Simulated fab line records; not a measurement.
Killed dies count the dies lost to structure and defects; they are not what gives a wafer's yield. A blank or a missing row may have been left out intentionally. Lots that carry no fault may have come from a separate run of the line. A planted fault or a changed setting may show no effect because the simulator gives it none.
Problem report in the 8D (eight disciplines) form, filled by code | flow n5-finfet | the parts of the form that need people (team, actions taken, sign-off) are left out

== 1. THE PROBLEM ==
Wafers without a fault read 55.1 nm, standard deviation 1.3; trench-depth-nm at N5_BEOL_M1_OCD_MEAS_38 reads a mean of 0.9 nm on 5 wafers belonging to 3 lots. That is -42 standard deviations from the usual mean.
Seen first at day 9 10:44 on ocd-02, wafer L679.1. At this step, 21 wafers from 9 lots have a number in the record. The rule behind "out" and "out of limits": a value lying over 4 standard deviations away from the usual mean. All remaining wafers that have a number are taken as sound.

== 2. WHAT THIS IS AND IS NOT ==
question                    | is                                     | is not
which readings at this step | trench-depth-nm                        | -
which lots                  | L679, L681, L682                       | L669, L671, L674, L688, L689, L691
which wafers of those lots  | L679.1, L679.4, L681.1, L681.4, L682.1 | L682.3
read on which gauges        | ocd-01, ocd-02                         | -
when                        | from day 9 10:44                       | up to then (9 sound wafers); but 7 sound wafers of L682, L688, L689, L691 came after

== 3. THE SUSPECTS, EACH WITH WHAT RULES IT OUT ==
Counting: a tool at a process step up to the reading stays a suspect if it ran every lot that is out. Sound lots after the first of them don't rule it out here, since some wafers of a struck lot are sound.
- the gauge at N5_BEOL_M1_OCD_MEAS_38 is ruled out. Those wafers that are out were read across 2 gauges (ocd-01, ocd-02).
- rie-diel-03 at N5_BEOL_M1_ETCH_64 (etches SOC in N2/H2, target depth 75 nm, overetch 15 nm, time 112.5 s): kept. Every lot that is out went through it, the first being L679 (day 9 02:28); the last sound lot it ran before that was L674 (day 7 16:33).
- Within rie-diel-03 at N5_BEOL_M1_ETCH_64: the wafers that are out ran in chambers 0, 1, 3; their sound lot-mates ran in chamber 2.
The count leaves rie-diel-03 at N5_BEOL_M1_ETCH_64.

== 4. THE CAUSE (what the simulator had put in) ==
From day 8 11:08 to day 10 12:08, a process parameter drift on rie-diel-03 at N5_BEOL_M1_ETCH_64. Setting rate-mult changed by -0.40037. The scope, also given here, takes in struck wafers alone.
Only this tool survived the counting.

== 5. SEQUENCE OF EFFECTS, ordered by route ==
One row per reading whose mean, taken over the struck wafers that have a number, lies over 3 standard deviations from the usual. Readings are gone through only where the record gives a usual standard deviation; hours: the median, over the lots, of the time from a lot's start at the first step in this table giving one to that lot's start at this step; sigmas: the change measured in usual standard deviations.
hours | step                    | reading              | usual     | on struck wafers | change | sigmas
0     | N5_BEOL_M1_ETCHBACK_99  | oes-product-au       | 0.83 a.u. | 0.29             | -0.54  | -5.5
0     | N5_BEOL_M1_OCD_MEAS_38  | trench-depth-nm      | 55.1 nm   | 0.9              | -54.2  | -42
160   | N5_PASSIVATION_PROBE_49 | defect-limited-yield | 91.3 %    | 1.3              | -90.0  | -64
160   | N5_PASSIVATION_PROBE_49 | killed_at_M0_to_M3   | 36        | 1105             | +1069  | +99 or more
160   | N5_PASSIVATION_PROBE_49 | killed-dies          | 103       | 1165             | +1062  | +66
160   | N5_PASSIVATION_PROBE_49 | killed-on-rim        | 13        | 151              | +138   | +34
160   | N5_PASSIVATION_PROBE_49 | sort_bin_5_function  | 5.1 %     | 95.2             | +90.1  | +98
160   | N5_PASSIVATION_PROBE_49 | sort-n-pass          | 1077      | 15               | -1062  | -62
160   | N5_PASSIVATION_PROBE_49 | sort-yield-pct       | 91.2 %    | 1.3              | -89.9  | -64
It contains these process steps:
- N5_BEOL_M1_ETCHBACK_99: etches SiO2 in CHF3, target depth 5 nm, time 10.4 s.
- N5_PASSIVATION_PROBE_49
Readings that are blank on the struck wafers while sound wafers have them: cd-nm at N5_BEOL_M1_CD_MEAS_35.

== 6. HOW IT WOULD HAVE BEEN CAUGHT EARLIER ==
In this record the first reading out of limits at a measuring or inspecting step was taken at day 9 10:44, 24 hours after the fault began at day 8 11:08.
Of the tool readings at N5_BEOL_M1_ETCH_64 for which the record gives a usual standard deviation, none was out on any struck wafer, so an alarm limit of 4 standard deviations on them would not have fired.
Of the lots that are out (3), L681, L682 began N5_BEOL_M1_ETCH_64 on rie-diel-03 after day 9 10:44. A hold on the tool at that time would have spared those 2.
